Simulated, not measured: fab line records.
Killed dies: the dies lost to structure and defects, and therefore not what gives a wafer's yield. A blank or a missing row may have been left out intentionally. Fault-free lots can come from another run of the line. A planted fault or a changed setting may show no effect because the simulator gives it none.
Chamber matching ; flow n5Finfet ; 3 sister chambers for N5_BEOL_M12_DEP_53 on pecvd-01
The step deposits SiCN from 3MS/NH3, target thk 30 nm, time 10.5 s. 20 wafers are shown with their chamber, then 10 later ones without.

== EACH WAFER AND ITS CHAMBER ==
wafer;chamber;throttleValvePct (%);showerheadPlenumPTorr (Torr)
L075.1;0;18.9;4.142
L075.3;1;17.9;4.193
L075.5;1;17.9;4.186
L078.1;2;16.6;4.158
L078.5;1;18.1;4.186
L078.6;2;16.6;4.151
L080.2;2;16.7;4.155
L080.3;1;18.1;4.180
L080.6;1;17.9;4.197
L081.1;1;18.0;4.173
L081.3;2;16.5;4.146
L081.5;1;18.0;4.185
L085.2;2;16.8;4.146
L085.3;1;18.0;4.190
L085.4;2;16.7;4.151
L087.1;0;19.1;4.153
L087.2;2;16.6;4.141
L087.3;1;18.3;4.184
L087.4;2;16.7;4.146
L087.5;0;19.3;4.163

SIGNATURES (averages over the wafers above)
reading;chamber 0;chamber 1;chamber 2;scatter within a chamber
throttleValvePct;19.100;18.022;16.650;0.127
showerheadPlenumPTorr;4.15267;4.18600;4.14925;0.007
Rule: a wafer's distance from a chamber is the root of the sum, over the readings, of the square of ((its reading less the chamber's mean) divided by the reading's scatter). If the next closest chamber is less than 2 further off than the closest, the wafer can't be placed; otherwise it belongs to the closest. How the scatter is found: for the shown wafers, subtract from each reading the mean of its chamber, square and add these, divide the total by (wafers less chambers), then take the root.

== WAFERS WITHOUT THEIR CHAMBER ==
wafer;throttleValvePct (%);showerheadPlenumPTorr (Torr)
L087.6;17.8;4.186
L091.1;17.1;4.158
L091.2;19.3;4.143
L091.3;17.5;4.180
L091.4;19.4;4.156
L091.5;17.9;4.183
L091.6;17.0;4.149
L096.4;19.1;4.157
L096.5;17.8;4.180
L096.6;16.9;4.147

== EACH ONE'S CHAMBER ==
wafer;from the rows above;in truth
L087.6;1;1
L091.1;2;2
L091.2;0;0
L091.3;1;1
L091.4;0;0
L091.5;1;1
L091.6;2;2
L096.4;0;0
L096.5;1;1
L096.6;2;2
Correctly placed: 10 of 10. From these rows, 0 cannot be placed. 0 placed wrongly.
